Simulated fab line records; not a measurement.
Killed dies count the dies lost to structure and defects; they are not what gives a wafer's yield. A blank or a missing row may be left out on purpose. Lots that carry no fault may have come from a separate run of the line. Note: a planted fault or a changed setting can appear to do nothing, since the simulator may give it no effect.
Split-lot trial | flow n5-finfet | 39 wafers read from 7 lots, route of 1938 steps

== ON THE SPLIT ==
At N5_BEOL_M1_TRENCH_ETCH_37 (etches SiOC in C4F6/O2, target depth 55.207 nm, time 29 s), the setting target-depth-a was moved away from the recipe's 552.07 angstrom on 12 of the 39 wafers read, by -57.9% to +39.9%. The other wafers ran this setting at the recipe's value.

== FROM THE SPLIT TO THE READING: what the file shows between them, 2 steps ==
- N5_BEOL_M1_ETCH_41: etches SiCN in CH3F/O2, target depth 31.9 nm, time 57.8 s
- N5_BEOL_M1_STRIP_97: strips in N2/H2, time 10 s

== THE READING ==
trench-depth-nm, in nm, at N5_BEOL_M1_OCD_MEAS_38. Fault-free wafers of this fab line usually give 54.9 nm, standard deviation 1.3 nm.

wafer  | tool, chamber at the split | target-depth-a as run, angstrom | against the recipe | trench-depth-nm, nm | against lot-mates on the recipe
L081.1 | rie-diel-06, 2             | 232.4                           | -57.9%             | 23.7                | -33.0
L081.2 | rie-diel-06, 0             | 552.07                          | recipe             | 56.3                | -
L081.3 | rie-diel-06, 1             | 552.07                          | recipe             | 58.6                | -
L081.4 | rie-diel-06, 3             | 552.07                          | recipe             | 55.2                | -
L081.5 | rie-diel-06, 1             | 232.4                           | -57.9%             | 24.7                | -32.0
L081.6 | rie-diel-06, 0             | 232.4                           | -57.9%             | 23.9                | -32.8
L082.1 | rie-diel-04, 0             | 290.7                           | -47.3%             | 28.2                | -25.6
L082.2 | rie-diel-04, 3             | 290.7                           | -47.3%             | 28.7                | -25.1
L082.3 | rie-diel-04, 2             | 552.07                          | recipe             | 54.3                | -
L082.4 | rie-diel-04, 1             | 552.07                          | recipe             | 52.9                | -
L082.5 | rie-diel-04, 0             | 552.07                          | recipe             | 54.3                | -
L082.6 | rie-diel-04, 1             | 290.7                           | -47.3%             | 27.7                | -26.1
L090.1 | rie-diel-02, 3             | 552.07                          | recipe             | 55.3                | -
L090.2 | rie-diel-02, 0             | 552.07                          | recipe             | 53.1                | -
L090.3 | rie-diel-02, 2             | 552.07                          | recipe             | 56.4                | -
L090.4 | rie-diel-02, 1             | 772.4                           | +39.9%             | 77.0                | +22.1
L090.5 | rie-diel-02, 2             | 772.4                           | +39.9%             | 77.1                | +22.2
L090.6 | rie-diel-02, 3             | 772.4                           | +39.9%             | 78.7                | +23.8
L091.1 | rie-diel-04, 1             | 552.07                          | recipe             | 52.7                | -
L091.2 | rie-diel-04, 2             | 552.07                          | recipe             | 54.1                | -
L091.3 | rie-diel-04, 3             | 552.07                          | recipe             | 55.0                | -
L091.4 | rie-diel-04, 3             | 552.07                          | recipe             | 54.5                | -
L091.5 | rie-diel-04, 2             | 552.07                          | recipe             | 55.3                | -
L091.6 | rie-diel-04, 1             | 552.07                          | recipe             | 51.9                | -
L095.1 | rie-diel-06, 0             | 552.07                          | recipe             | 55.3                | -
L095.2 | rie-diel-06, 2             | 552.07                          | recipe             | 55.9                | -
L095.3 | rie-diel-06, 1             | 552.07                          | recipe             | 55.9                | -
L095.4 | rie-diel-06, 3             | 552.07                          | recipe             | 55.3                | -
L095.5 | rie-diel-06, 1             | 552.07                          | recipe             | 56.0                | -
L095.6 | rie-diel-06, 2             | 552.07                          | recipe             | 56.6                | -
L096.1 | rie-diel-02, 3             | 358.8                           | -35.0%             | 36.4                | -19.7
L096.2 | rie-diel-02, 0             | 552.07                          | recipe             | 57.3                | -
L096.3 | rie-diel-02, 2             | 358.8                           | -35.0%             | 35.8                | -20.3
L096.4 | rie-diel-02, 1             | 552.07                          | recipe             | 55.8                | -
L096.5 | rie-diel-02, 1             | 552.07                          | recipe             | 55.3                | -
L096.6 | rie-diel-02, 2             | 358.8                           | -35.0%             | 35.3                | -20.8
L097.3 | rie-diel-06, 1             | 552.07                          | recipe             | 56.0                | -
L097.4 | rie-diel-06, 2             | 552.07                          | recipe             | 55.5                | -
L097.6 | rie-diel-06, 0             | 552.07                          | recipe             | 55.7                | -

FIT RESULTS
A straight line over all 39 wafers: trench-depth-nm changes by +0.553 nm for each +1% of target-depth-a; r = +1.00; the points scatter about the line by 1.3 nm.
The same after taking each lot's own level away (the mean of its wafers on the recipe; 39 wafers): +0.561 nm for each +1%; r = +1.00; scatter 0.95 nm.
According to that fit, moving target-depth-a by its largest amount changes the reading by 32 nm.
The span of the lots' own levels, 53.83 to 56.70 nm, comes to 2.2 times the standard deviation stated above.
Hence the lot-to-lot level has little effect on the slope; both slopes agree.
Check: with one of the wafers moved furthest among these (-57.9%) left out of the fit, the line predicts -32.4 nm for it against its lot-mates. It came out at -33 nm against them.

== ADDITIONAL SPLITS CARRIED BY THESE WAFERS ==
Note: prior to the reading, these wafers also went through further splits. Each is held against what the fit with the lots' levels taken away leaves over:
other split on the same wafers              | wafers away from the commonest value | r with trench-depth-nm (lot level and that fit taken away)
N5_BEOL_M0_SAQP_SPACER2_ALD_26 target-thk-a | 18                                   | -0.08

== THE WHOLE CHAIN: every reading that the file lists as answering this split, in the file's order ==
step                      | what it does                                              | reading                                                                          | change (the file's fit)                | r (the file's)
N5_BEOL_M1_TRENCH_ETCH_37 | etches SiOC in C4F6/O2, target depth 55.207 nm, time 29 s | etch.depth-nm (the simulator's own value, which no gauge read)                   | +0.559 nm for each +1% of the setting  | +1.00
N5_BEOL_M1_TRENCH_ETCH_37 | etches SiOC in C4F6/O2, target depth 55.207 nm, time 29 s | BEOL_M1.feature-depth-nm (the simulator's own value, which no gauge read)        | +0.559 nm for each +1% of the setting  | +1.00
N5_BEOL_M1_TRENCH_ETCH_37 | etches SiOC in C4F6/O2, target depth 55.207 nm, time 29 s | TiN_of_BEOL_M1_HM_DEP_02.thk-nm (the simulator's own value, which no gauge read) | -0.0212 nm for each +1% of the setting | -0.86
N5_BEOL_M1_OCD_MEAS_38    |                                                           | trench-depth-nm                                                                  | +0.56 nm for each +1% of the setting   | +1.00

== FILE'S OWN FIT ==
trench-depth-nm changes by +0.56 nm for each +1% of target-depth-a, r = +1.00.
